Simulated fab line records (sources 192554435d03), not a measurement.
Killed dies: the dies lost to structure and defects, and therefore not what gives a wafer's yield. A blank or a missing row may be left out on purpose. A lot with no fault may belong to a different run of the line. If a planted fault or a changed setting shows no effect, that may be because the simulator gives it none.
Which tool was responsible? / flow n5Finfet / 10 lots, 30 wafers sampled, at 3 steps of a route of 1938

== WHAT EACH GAUGE READ, for each wafer ==
N5_MIM_BOT_LITHO_OVL_MEAS_11.
lot=L759; measured=day 13 02:57; on=overlay-01; MIM_BOT_OVL (nm)=3 1 10
lot=L761; measured=day 13 05:58; on=overlay-02; MIM_BOT_OVL (nm)=7 6 14
lot=L762; measured=day 14 03:13; on=overlay-01; MIM_BOT_OVL (nm)=7 2 0
lot=L764; measured=day 15 07:07; on=overlay-02; MIM_BOT_OVL (nm)=1 6 11
lot=L768; measured=day 16 20:43; on=overlay-01; MIM_BOT_OVL (nm)=-1 -6 4
lot=L765; measured=day 17 14:01; on=overlay-02; MIM_BOT_OVL (nm)=545 550 553
lot=L770; measured=day 17 14:14; on=overlay-01; MIM_BOT_OVL (nm)=555 556 555
lot=L776; measured=day 19 08:12; on=overlay-02; MIM_BOT_OVL (nm)=-8 -3 -4
lot=L779; measured=day 19 08:18; on=overlay-01; MIM_BOT_OVL (nm)=-9 3 -3
lot=L777; measured=day 19 12:34; on=overlay-02; MIM_BOT_OVL (nm)=-3 -8 -5

== WHICH TOOL RAN EACH LOT (tool, then ch and the chambers of the sampled wafers, then the start) ==
lot=L759; N5_MIM_TOP_ETCH_STRIP_01=rieDiel-06 ch 0,1, day 13 02:22; N5_MIM_BOT_LITHO_EXPOSE_05=krfScanner-01 ch 0, day 13 02:45
lot=L761; N5_MIM_TOP_ETCH_STRIP_01=rieDiel-03 ch 2,3, day 13 05:29; N5_MIM_BOT_LITHO_EXPOSE_05=krfScanner-01 ch 0, day 13 05:46
lot=L762; N5_MIM_TOP_ETCH_STRIP_01=rieDiel-02 ch 0,2, day 14 02:38; N5_MIM_BOT_LITHO_EXPOSE_05=krfScanner-01 ch 0, day 14 03:00
lot=L764; N5_MIM_TOP_ETCH_STRIP_01=rieDiel-03 ch 0,1,3, day 15 06:40; N5_MIM_BOT_LITHO_EXPOSE_05=krfScanner-01 ch 0, day 15 06:55
lot=L768; N5_MIM_TOP_ETCH_STRIP_01=rieDiel-02 ch 0,1,3, day 16 20:09; N5_MIM_BOT_LITHO_EXPOSE_05=krfScanner-01 ch 0, day 16 20:31
lot=L765; N5_MIM_TOP_ETCH_STRIP_01=rieDiel-02 ch 0,2,3, day 17 13:27; N5_MIM_BOT_LITHO_EXPOSE_05=krfScanner-01 ch 0, day 17 13:50
lot=L770; N5_MIM_TOP_ETCH_STRIP_01=rieDiel-02 ch 1,2,3, day 17 13:47; N5_MIM_BOT_LITHO_EXPOSE_05=krfScanner-01 ch 0, day 17 14:01
lot=L776; N5_MIM_TOP_ETCH_STRIP_01=rieDiel-02 ch 0,2,3, day 19 07:45; N5_MIM_BOT_LITHO_EXPOSE_05=krfScanner-02 ch 0, day 19 07:59
lot=L779; N5_MIM_TOP_ETCH_STRIP_01=rieDiel-03 ch 0,2, day 19 07:51; N5_MIM_BOT_LITHO_EXPOSE_05=krfScanner-02 ch 0, day 19 08:06
lot=L777; N5_MIM_TOP_ETCH_STRIP_01=rieDiel-06 ch 0,3, day 19 12:06; N5_MIM_BOT_LITHO_EXPOSE_05=krfScanner-02 ch 0, day 19 12:23
- N5_MIM_TOP_ETCH_STRIP_01: strips in O2.
- N5_MIM_BOT_LITHO_EXPOSE_05: exposes mask MIM BOT.

== AS READ BY THE TOOLS THEMSELVES (means over the sampled wafers that have a number; for cases with no such wafer, the mark the record gives instead) ==
N5_MIM_TOP_ETCH_STRIP_01.
lot=L759; tool=rieDiel-06; drypumpMotorCurrentA (A)=5.3; oesProductAu (a.u.)=0.82; rfVppV (V)=1.7; showerheadPlenumPTorr (Torr)=2.09; throttleValvePct (%)=16.70
lot=L761; tool=rieDiel-03; drypumpMotorCurrentA (A)=5.4; oesProductAu (a.u.)=0.87; rfVppV (V)=3.1; showerheadPlenumPTorr (Torr)=2.23; throttleValvePct (%)=16.54
lot=L762; tool=rieDiel-02; drypumpMotorCurrentA (A)=5.9; oesProductAu (a.u.)=0.75; rfVppV (V)=2.7; showerheadPlenumPTorr (Torr)=2.14; throttleValvePct (%)=16.82
lot=L764; tool=rieDiel-03; drypumpMotorCurrentA (A)=5.4; oesProductAu (a.u.)=0.87; rfVppV (V)=2.8; showerheadPlenumPTorr (Torr)=2.13; throttleValvePct (%)=16.50
lot=L768; tool=rieDiel-02; drypumpMotorCurrentA (A)=5.9; oesProductAu (a.u.)=0.79; rfVppV (V)=3.4; showerheadPlenumPTorr (Torr)=2.06; throttleValvePct (%)=16.72
lot=L765; tool=rieDiel-02; drypumpMotorCurrentA (A)=5.8; oesProductAu (a.u.)=0.74; rfVppV (V)=3.1; showerheadPlenumPTorr (Torr)=2.07; throttleValvePct (%)=16.90
lot=L770; tool=rieDiel-02; drypumpMotorCurrentA (A)=6.0; oesProductAu (a.u.)=0.74; rfVppV (V)=3.8; showerheadPlenumPTorr (Torr)=2.10; throttleValvePct (%)=16.85
lot=L776; tool=rieDiel-02; drypumpMotorCurrentA (A)=5.8; oesProductAu (a.u.)=0.74; rfVppV (V)=3.6; showerheadPlenumPTorr (Torr)=2.07; throttleValvePct (%)=16.91
lot=L779; tool=rieDiel-03; drypumpMotorCurrentA (A)=5.1; oesProductAu (a.u.)=0.82; rfVppV (V)=3.2; showerheadPlenumPTorr (Torr)=2.16; throttleValvePct (%)=16.62
lot=L777; tool=rieDiel-06; drypumpMotorCurrentA (A)=5.3; oesProductAu (a.u.)=0.85; rfVppV (V)=3.5; showerheadPlenumPTorr (Torr)=2.04; throttleValvePct (%)=16.57

== THE ANSWER, worked out from the rows above alone ==
Rule: the lots themselves supply what counts as usual. Put in order of their means at a reading, lots are off if they are a third of the lots or fewer, leave a main group of 4 or more, and stand apart from it by a gap of 3 or more times the standard deviation of the main group's means; of several such gaps the widest counts. The tables above print the reading to a certain number of digits; a main group whose means all agree to those digits is not used. A lot without any number at a reading at which 4 lots or more have one is off too. The other lots that the step has rows for count as sound. After the gauges, taken in route order, come the tools' own readings; for these a lot's mean is taken, as printed above. At the first step where some lot is off, the reading lying furthest off is the one used; lots without a number count as furthest.
Off: L765, L770, at N5_MIM_BOT_LITHO_OVL_MEAS_11 (MIM_BOT_OVL). The main group: mean 1 nm, standard deviation 5.
If a tool, at a process step before that reading, ran all the lots that are off and no sound lot after the first of them, it fits. Those tools and the gauges at N5_MIM_BOT_LITHO_OVL_MEAS_11 are tried in the same way. One fits: N5_MIM_BOT_LITHO_EXPOSE_05 on krfScanner-01. A fault onset in the window from L768 (day 16 20:31, its last sound lot) to L765 (day 17 13:50, its first lot off) fits.

== WHAT THE SIMULATOR PUT IN ==
Scanner matching overlay: krfScanner-01, from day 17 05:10 on, at N5_MIM_BOT_LITHO_EXPOSE_05. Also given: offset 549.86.
Struck lots among those shown: L765, L770. This agrees with what the rule above found.
